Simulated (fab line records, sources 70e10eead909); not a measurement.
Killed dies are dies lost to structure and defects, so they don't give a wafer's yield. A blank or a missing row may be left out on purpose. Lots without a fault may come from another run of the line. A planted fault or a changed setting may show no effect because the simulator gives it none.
One fault seen from 2 desks | flow nand_harc | each desk has only its own numbers; what lay behind them comes last

THE TOOL OWNER'S DESK: rie_diel-11
The tool's own readings at NHARC_P_CONTACT_ETCH_18 (etches the open film in C4F8/O2/Ar, target depth 481 nm, time 240.5 s): means of the sampled wafers that have a number, for each lot that ran on this tool. A lot is out of limits, marked OUT, if its mean lies more than 4 standard deviations from the usual mean; the brackets give that distance.
Columns: A = bias_w at NHARC_P_CONTACT_ETCH_18, usual 1499 W; B = chamber_pressure_mTorr at NHARC_P_CONTACT_ETCH_18, usual 24.999 mTorr; C = oes_product_au at NHARC_P_CONTACT_ETCH_18, usual 0.959 a.u.; D = rf_vpp_V at NHARC_P_CONTACT_ETCH_18, usual 981 V
lot  | first seen here | A    | B      | C     | D
L645 | day 6 14:57     | 1500 | 24.977 | 0.973 | 988
L651 | day 9 16:26     | 1502 | 24.999 | 0.972 | 982
This desk's finding: nothing out of limits on any of the 2 lots.

THE METROLOGY DESK
What the gauges read, lot by lot, whatever tool the lot ran on: means of the sampled wafers that have a number. A lot is out of limits, marked OUT, if its mean lies more than 4 standard deviations from the usual mean; the brackets give that distance.
Columns: A = cd_nm at NHARC_P_CONTACT_CD_MEAS_19, usual 89.9 nm
lot  | first seen here | A
L645 | day 6 15:20     | 89.5
L646 | day 7 04:47     | 90.7
L647 | day 7 12:34     | 88.2
L649 | day 8 12:53     | 91.2
L650 | day 8 17:22     | 90.4
L651 | day 9 16:47     | 88.9
L653 | day 10 05:23    | 91.1
L654 | day 10 09:43    | 90.5
L658 | day 11 23:12    | 90.3
L659 | day 12 14:52    | 89.6
L665 | day 14 22:25    | 90.1
L666 | day 15 14:05    | 91.0
This desk's finding: nothing out of limits on any of the 12 lots.

PUT TOGETHER
The tool owner's desk saw nothing out of limits.
The metrology desk saw nothing out of limits.

WHAT THE SIMULATOR HAD PUT IN
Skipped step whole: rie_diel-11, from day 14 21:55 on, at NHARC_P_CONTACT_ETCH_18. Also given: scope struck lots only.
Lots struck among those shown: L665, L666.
